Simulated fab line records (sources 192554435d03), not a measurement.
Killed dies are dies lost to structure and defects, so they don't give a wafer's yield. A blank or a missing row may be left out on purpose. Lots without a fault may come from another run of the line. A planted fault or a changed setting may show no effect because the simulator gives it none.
Which tool was responsible? || flow n5Finfet || 10 lots, 30 wafers sampled, at 5 steps of a route of 1938

WHAT THE GAUGES READ, wafer by wafer
N5_WELL_APT_OVL_MEAS_09.
{"lot": "L319", "measured": "day 2 19:50", "on": "overlay-02", "NWELL_OVL (nm)": "-6 -2 -8"}
{"lot": "L322", "measured": "day 3 13:45", "on": "overlay-02", "NWELL_OVL (nm)": "2 3 6"}
{"lot": "L323", "measured": "day 3 19:45", "on": "overlay-01", "NWELL_OVL (nm)": "-2 -5 -9"}
{"lot": "L324", "measured": "day 4 01:35", "on": "overlay-02", "NWELL_OVL (nm)": "-8 -6 -5"}
{"lot": "L328", "measured": "day 5 01:55", "on": "overlay-01", "NWELL_OVL (nm)": "-9 -4 -3"}
{"lot": "L331", "measured": "day 5 19:46", "on": "overlay-02", "NWELL_OVL (nm)": "-2 -1 -1"}
{"lot": "L332", "measured": "day 6 01:55", "on": "overlay-01", "NWELL_OVL (nm)": "0 -4 -7"}
{"lot": "L334", "measured": "day 6 13:43", "on": "overlay-02", "NWELL_OVL (nm)": "-1 0 -1"}
{"lot": "L335", "measured": "day 6 19:47", "on": "overlay-02", "NWELL_OVL (nm)": "-1 -7 -8"}
{"lot": "L337", "measured": "day 7 07:58", "on": "overlay-01", "NWELL_OVL (nm)": "-5 -8 -12"}

N5_PMOS_HMC_CHANNEL_EPI_INSPECT_11: inspects for defects (macro).
{"lot": "L319", "measured": "day 2 23:24", "on": "defectInspect-01", "rawDefectCount": "2 2 5"}
{"lot": "L322", "measured": "day 3 17:07", "on": "defectInspect-01", "rawDefectCount": "3 4 1"}
{"lot": "L323", "measured": "day 3 23:25", "on": "defectInspect-02", "rawDefectCount": "0 0 1"}
{"lot": "L324", "measured": "day 4 05:20", "on": "defectInspect-01", "rawDefectCount": "1 7 0"}
{"lot": "L328", "measured": "day 5 05:38", "on": "defectInspect-02", "rawDefectCount": "1 3 1"}
{"lot": "L331", "measured": "day 5 23:12", "on": "defectInspect-02", "rawDefectCount": "1 3 5"}
{"lot": "L332", "measured": "day 6 05:49", "on": "defectInspect-01", "rawDefectCount": "2 3 1"}
{"lot": "L334", "measured": "day 6 17:32", "on": "defectInspect-01", "rawDefectCount": "7 1 2"}
{"lot": "L335", "measured": "day 6 23:21", "on": "defectInspect-02", "rawDefectCount": "4 3 3"}
{"lot": "L337", "measured": "day 7 11:25", "on": "defectInspect-02", "rawDefectCount": "2 2 3"}

N5_BEOL_M4_RC_MEAS_101.
{"lot": "L319", "measured": "day 9 03:50", "on": "prober-01", "DIBL_N (mV/V)": "36.7 38.0 37.8", "DIBL_P (mV/V)": "33.8 35.8 35.7", "IOFF_N (nA/um)": "0.152 0.176 0.173", "IOFF_P (nA/um)": "0.187 0.214 0.210", "IOFF_P_85C (nA/um)": "3.3 3.7 3.7", "IOFF_P_LIN (nA/um)": "0.091 0.100 0.101", "IOFF_P_LONG (nA/um)": "0.000113 0.00011 0.000109", "ION_N (uA/um)": "670 691 678", "ION_P (uA/um)": "459 470 457", "RS_NWELL (ohm/sq)": "1042 1038 1038", "SS_N (mV/dec)": "71.3 71.4 72.0", "SS_P (mV/dec)": "72.3 74.1 73.6", "VT_N (mV)": "250.7 247.4 246.8", "VT_P (mV)": "-252.1 -250.6 -251.4"}
{"lot": "L322", "measured": "day 9 21:47", "on": "prober-01", "DIBL_N (mV/V)": "35.3 35.9 35.8", "DIBL_P (mV/V)": "38.5 37.9 37.8", "IOFF_N (nA/um)": "0.150 0.158 0.153", "IOFF_P (nA/um)": "1.099 1.159 1.135", "IOFF_P_85C (nA/um)": "19.5 20.8 20.2", "IOFF_P_LIN (nA/um)": "0.541 0.566 0.548", "IOFF_P_LONG (nA/um)": "1.0924 1.1669 1.1352", "ION_N (uA/um)": "665 671 669", "ION_P (uA/um)": "468 469 462", "RS_NWELL (ohm/sq)": "- - -", "SS_N (mV/dec)": "71.6 71.8 71.8", "SS_P (mV/dec)": "73.5 74.0 73.8", "VT_N (mV)": "251.1 251.9 252.0", "VT_P (mV)": "-244.9 -246.6 -245.0"}
{"lot": "L323", "measured": "day 10 00:44", "on": "prober-01", "DIBL_N (mV/V)": "38.2 38.7 38.6", "DIBL_P (mV/V)": "35.8 36.1 36.6", "IOFF_N (nA/um)": "0.172 0.184 0.187", "IOFF_P (nA/um)": "1.270 1.253 1.326", "IOFF_P_85C (nA/um)": "21.9 21.3 22.7", "IOFF_P_LIN (nA/um)": "0.609 0.590 0.634", "IOFF_P_LONG (nA/um)": "1.3189 1.2721 1.355", "ION_N (uA/um)": "674 681 675", "ION_P (uA/um)": "459 470 465", "RS_NWELL (ohm/sq)": "- - -", "SS_N (mV/dec)": "72.2 72.0 71.8", "SS_P (mV/dec)": "73.0 73.4 73.6", "VT_N (mV)": "249.4 246.6 245.5", "VT_P (mV)": "-249.3 -247.6 -248.3"}
{"lot": "L324", "measured": "day 10 03:02", "on": "prober-01", "DIBL_N (mV/V)": "36.6 36.8 37.5", "DIBL_P (mV/V)": "35.7 35.6 36.3", "IOFF_N (nA/um)": "0.166 0.178 0.184", "IOFF_P (nA/um)": "1.204 1.124 1.150", "IOFF_P_85C (nA/um)": "20.3 19.0 19.5", "IOFF_P_LIN (nA/um)": "0.560 0.526 0.532", "IOFF_P_LONG (nA/um)": "1.2298 1.1362 1.1653", "ION_N (uA/um)": "669 674 681", "ION_P (uA/um)": "464 465 456", "RS_NWELL (ohm/sq)": "- - -", "SS_N (mV/dec)": "70.9 71.5 72.0", "SS_P (mV/dec)": "73.8 73.2 73.2", "VT_N (mV)": "247.2 247.5 246.3", "VT_P (mV)": "-249.2 -249.1 -250.4"}
{"lot": "L328", "measured": "day 11 03:19", "on": "prober-01", "DIBL_N (mV/V)": "37.4 37.2 37.9", "DIBL_P (mV/V)": "38.4 38.6 38.8", "IOFF_N (nA/um)": "0.186 0.181 0.203", "IOFF_P (nA/um)": "0.244 0.239 0.244", "IOFF_P_85C (nA/um)": "4.0 4.0 4.1", "IOFF_P_LIN (nA/um)": "0.111 0.111 0.111", "IOFF_P_LONG (nA/um)": "0.000113 0.000113 0.000108", "ION_N (uA/um)": "676 677 679", "ION_P (uA/um)": "466 464 458", "RS_NWELL (ohm/sq)": "1040 1043 1032", "SS_N (mV/dec)": "71.7 71.7 72.0", "SS_P (mV/dec)": "73.3 73.4 73.5", "VT_N (mV)": "248.0 249.7 248.6", "VT_P (mV)": "-251.3 -250.6 -246.8"}
{"lot": "L331", "measured": "day 12 08:25", "on": "prober-01", "DIBL_N (mV/V)": "37.9 36.9 38.5", "DIBL_P (mV/V)": "38.7 37.5 39.4", "IOFF_N (nA/um)": "0.222 0.207 0.247", "IOFF_P (nA/um)": "0.244 0.225 0.256", "IOFF_P_85C (nA/um)": "4.2 3.9 4.4", "IOFF_P_LIN (nA/um)": "0.110 0.105 0.115", "IOFF_P_LONG (nA/um)": "9.9e-05 0.0001 9.8e-05", "ION_N (uA/um)": "696 697 703", "ION_P (uA/um)": "468 468 469", "RS_NWELL (ohm/sq)": "1035 1041 1033", "SS_N (mV/dec)": "72.3 71.7 71.3", "SS_P (mV/dec)": "73.6 74.4 74.2", "VT_N (mV)": "246.7 245.8 242.5", "VT_P (mV)": "-248.5 -249.9 -246.1"}
{"lot": "L332", "measured": "day 12 12:46", "on": "prober-02", "DIBL_N (mV/V)": "36.6 37.7 36.6", "DIBL_P (mV/V)": "36.1 37.9 36.4", "IOFF_N (nA/um)": "0.169 0.189 0.160", "IOFF_P (nA/um)": "0.222 0.250 0.222", "IOFF_P_85C (nA/um)": "3.8 4.2 3.8", "IOFF_P_LIN (nA/um)": "0.103 0.113 0.102", "IOFF_P_LONG (nA/um)": "0.000105 0.000108 0.000107", "ION_N (uA/um)": "680 681 669", "ION_P (uA/um)": "464 469 469", "RS_NWELL (ohm/sq)": "1045 1038 1046", "SS_N (mV/dec)": "72.2 71.9 72.1", "SS_P (mV/dec)": "74.0 73.8 74.0", "VT_N (mV)": "246.4 244.4 248.8", "VT_P (mV)": "-247.6 -248.1 -249.1"}
{"lot": "L334", "measured": "day 13 00:23", "on": "prober-01", "DIBL_N (mV/V)": "37.0 36.1 36.7", "DIBL_P (mV/V)": "37.4 36.9 37.4", "IOFF_N (nA/um)": "0.161 0.150 0.152", "IOFF_P (nA/um)": "0.218 0.207 0.208", "IOFF_P_85C (nA/um)": "3.8 3.6 3.6", "IOFF_P_LIN (nA/um)": "0.100 0.095 0.096", "IOFF_P_LONG (nA/um)": "0.000101 0.0001 0.000104", "ION_N (uA/um)": "674 677 669", "ION_P (uA/um)": "463 464 464", "RS_NWELL (ohm/sq)": "1028 1025 1032", "SS_N (mV/dec)": "71.5 72.0 71.9", "SS_P (mV/dec)": "73.1 72.8 73.1", "VT_N (mV)": "247.9 247.4 248.8", "VT_P (mV)": "-252.6 -249.7 -250.3"}
{"lot": "L335", "measured": "day 13 03:38", "on": "prober-02", "DIBL_N (mV/V)": "35.1 34.7 35.5", "DIBL_P (mV/V)": "34.9 34.4 35.5", "IOFF_N (nA/um)": "0.159 0.146 0.157", "IOFF_P (nA/um)": "0.175 0.169 0.187", "IOFF_P_85C (nA/um)": "3.1 3.0 3.3", "IOFF_P_LIN (nA/um)": "0.090 0.086 0.094", "IOFF_P_LONG (nA/um)": "9.9e-05 0.000102 0.000103", "ION_N (uA/um)": "681 674 667", "ION_P (uA/um)": "458 457 455", "RS_NWELL (ohm/sq)": "1043 1040 1036", "SS_N (mV/dec)": "71.7 71.1 71.8", "SS_P (mV/dec)": "73.1 73.1 72.9", "VT_N (mV)": "250.2 249.3 249.2", "VT_P (mV)": "-254.8 -252.5 -254.0"}
{"lot": "L337", "measured": "day 13 15:23", "on": "prober-02", "DIBL_N (mV/V)": "37.4 36.6 37.8", "DIBL_P (mV/V)": "37.1 36.1 36.8", "IOFF_N (nA/um)": "0.184 0.164 0.174", "IOFF_P (nA/um)": "0.225 0.212 0.218", "IOFF_P_85C (nA/um)": "4.0 3.7 3.8", "IOFF_P_LIN (nA/um)": "0.108 0.099 0.103", "IOFF_P_LONG (nA/um)": "0.000105 0.000104 0.000104", "ION_N (uA/um)": "675 674 678", "ION_P (uA/um)": "464 457 459", "RS_NWELL (ohm/sq)": "1022 1031 1039", "SS_N (mV/dec)": "71.4 71.6 71.2", "SS_P (mV/dec)": "73.8 73.7 74.1", "VT_N (mV)": "246.9 251.0 249.6", "VT_P (mV)": "-250.5 -251.4 -249.9"}

WHICH TOOL RAN EACH LOT (tool, then ch and the chambers of the sampled wafers, then the start)
{"lot": "L319", "N5_WELL_APT_IMPLANT_14": "implanter-02 ch 0, day 2 20:13", "N5_WELL_APT_RTA_34": "rtpAnneal-02 ch 0, day 2 22:01"}
{"lot": "L322", "N5_WELL_APT_IMPLANT_14": "implanter-01, day 3 13:56", "N5_WELL_APT_RTA_34": "rtpAnneal-01 ch 0, day 3 15:44"}
{"lot": "L323", "N5_WELL_APT_IMPLANT_14": "implanter-01, day 3 19:54", "N5_WELL_APT_RTA_34": "rtpAnneal-02 ch 0, day 3 21:47"}
{"lot": "L324", "N5_WELL_APT_IMPLANT_14": "implanter-02, day 4 01:58", "N5_WELL_APT_RTA_34": "rtpAnneal-01 ch 0, day 4 03:53"}
{"lot": "L328", "N5_WELL_APT_IMPLANT_14": "implanter-02 ch 0, day 5 02:19", "N5_WELL_APT_RTA_34": "rtpAnneal-01 ch 0, day 5 04:15"}
{"lot": "L331", "N5_WELL_APT_IMPLANT_14": "implanter-01 ch 0, day 5 19:58", "N5_WELL_APT_RTA_34": "rtpAnneal-01 ch 0, day 5 21:52"}
{"lot": "L332", "N5_WELL_APT_IMPLANT_14": "implanter-02 ch 0, day 6 02:26", "N5_WELL_APT_RTA_34": "rtpAnneal-01 ch 0, day 6 04:25"}
{"lot": "L334", "N5_WELL_APT_IMPLANT_14": "implanter-02 ch 0, day 6 14:10", "N5_WELL_APT_RTA_34": "rtpAnneal-02 ch 0, day 6 15:58"}
{"lot": "L335", "N5_WELL_APT_IMPLANT_14": "implanter-01 ch 0, day 6 19:58", "N5_WELL_APT_RTA_34": "rtpAnneal-01 ch 0, day 6 22:00"}
{"lot": "L337", "N5_WELL_APT_IMPLANT_14": "implanter-01 ch 0, day 7 08:11", "N5_WELL_APT_RTA_34": "rtpAnneal-02 ch 0, day 7 10:05"}
- N5_WELL_APT_IMPLANT_14
- N5_WELL_APT_RTA_34: time 10 s.

AS READ BY THE TOOLS THEMSELVES (means over the sampled wafers that have a number; for cases with no such wafer, the mark the record gives instead)
N5_WELL_APT_IMPLANT_14.
{"lot": "L319", "tool": "implanter-02", "beamEnergyKeV": 160.07, "beamOnS (s)": 9.73, "tiltDeg (degrees)": -0.009}
{"lot": "L322", "tool": "implanter-01", "beamEnergyKeV": "-", "beamOnS (s)": "-", "tiltDeg (degrees)": "-"}
{"lot": "L323", "tool": "implanter-01", "beamEnergyKeV": "-", "beamOnS (s)": "-", "tiltDeg (degrees)": "-"}
{"lot": "L324", "tool": "implanter-02", "beamEnergyKeV": "-", "beamOnS (s)": "-", "tiltDeg (degrees)": "-"}
{"lot": "L328", "tool": "implanter-02", "beamEnergyKeV": 159.94, "beamOnS (s)": 9.93, "tiltDeg (degrees)": 0.002}
{"lot": "L331", "tool": "implanter-01", "beamEnergyKeV": 160.04, "beamOnS (s)": 9.96, "tiltDeg (degrees)": -0.011}
{"lot": "L332", "tool": "implanter-02", "beamEnergyKeV": 160.07, "beamOnS (s)": 9.96, "tiltDeg (degrees)": -0.010}
{"lot": "L334", "tool": "implanter-02", "beamEnergyKeV": 159.97, "beamOnS (s)": 9.89, "tiltDeg (degrees)": -0.006}
{"lot": "L335", "tool": "implanter-01", "beamEnergyKeV": 159.98, "beamOnS (s)": 10.00, "tiltDeg (degrees)": 0.019}
{"lot": "L337", "tool": "implanter-01", "beamEnergyKeV": 160.01, "beamOnS (s)": 10.20, "tiltDeg (degrees)": 0.006}

N5_WELL_APT_RTA_34.
{"lot": "L319", "tool": "rtpAnneal-02", "lampPowerPct (%)": 12.98, "wafer_temp_C_max": 1003.8}
{"lot": "L322", "tool": "rtpAnneal-01", "lampPowerPct (%)": 13.05, "wafer_temp_C_max": 1004.1}
{"lot": "L323", "tool": "rtpAnneal-02", "lampPowerPct (%)": 12.98, "wafer_temp_C_max": 1002.7}
{"lot": "L324", "tool": "rtpAnneal-01", "lampPowerPct (%)": 13.00, "wafer_temp_C_max": 1003.6}
{"lot": "L328", "tool": "rtpAnneal-01", "lampPowerPct (%)": 13.04, "wafer_temp_C_max": 1003.9}
{"lot": "L331", "tool": "rtpAnneal-01", "lampPowerPct (%)": 12.96, "wafer_temp_C_max": 1004.1}
{"lot": "L332", "tool": "rtpAnneal-01", "lampPowerPct (%)": 13.03, "wafer_temp_C_max": 1003.2}
{"lot": "L334", "tool": "rtpAnneal-02", "lampPowerPct (%)": 12.97, "wafer_temp_C_max": 1003.3}
{"lot": "L335", "tool": "rtpAnneal-01", "lampPowerPct (%)": 12.99, "wafer_temp_C_max": 1004.2}
{"lot": "L337", "tool": "rtpAnneal-02", "lampPowerPct (%)": 13.01, "wafer_temp_C_max": 1003.8}

THE ANSWER, worked out from the rows above alone
Rule: the usual values come from the lots themselves. The widest of any qualifying gaps counts: lots, ordered by their means at a reading, are off when they make up no more than a third of the lots, leave a main group of 4 or more, and stand apart from it by 3 or more times the standard deviation of that group's means. A main group whose means are all the same, to the digits that the tables above print for the reading, isn't used. A lot without any number at a reading at which 4 lots or more have one is off too. Any other lot the step has rows for is counted as sound. After the gauges, taken in route order, come the tools' own readings; for these a lot's mean is taken, as printed above. The first step at which some lot is off is used, and at that step the reading that is off furthest; a lot without a number counts as furthest.
Off: L322, L323, L324, at N5_BEOL_M4_RC_MEAS_101 (RS_NWELL). Without a number there: L322, L323, L324. Main group: mean 1037 ohm/sq, sd 4.8.
If a tool, at a process step before that reading, ran all the lots that are off and no sound lot after the first of them, it fits. Not tried: the gauges at N5_BEOL_M4_RC_MEAS_101; whatever is off there is also off at N5_WELL_APT_IMPLANT_14, on other tools, and gauge error can't account for it. No candidate that was tried fits.

WHAT THE SIMULATOR PUT IN
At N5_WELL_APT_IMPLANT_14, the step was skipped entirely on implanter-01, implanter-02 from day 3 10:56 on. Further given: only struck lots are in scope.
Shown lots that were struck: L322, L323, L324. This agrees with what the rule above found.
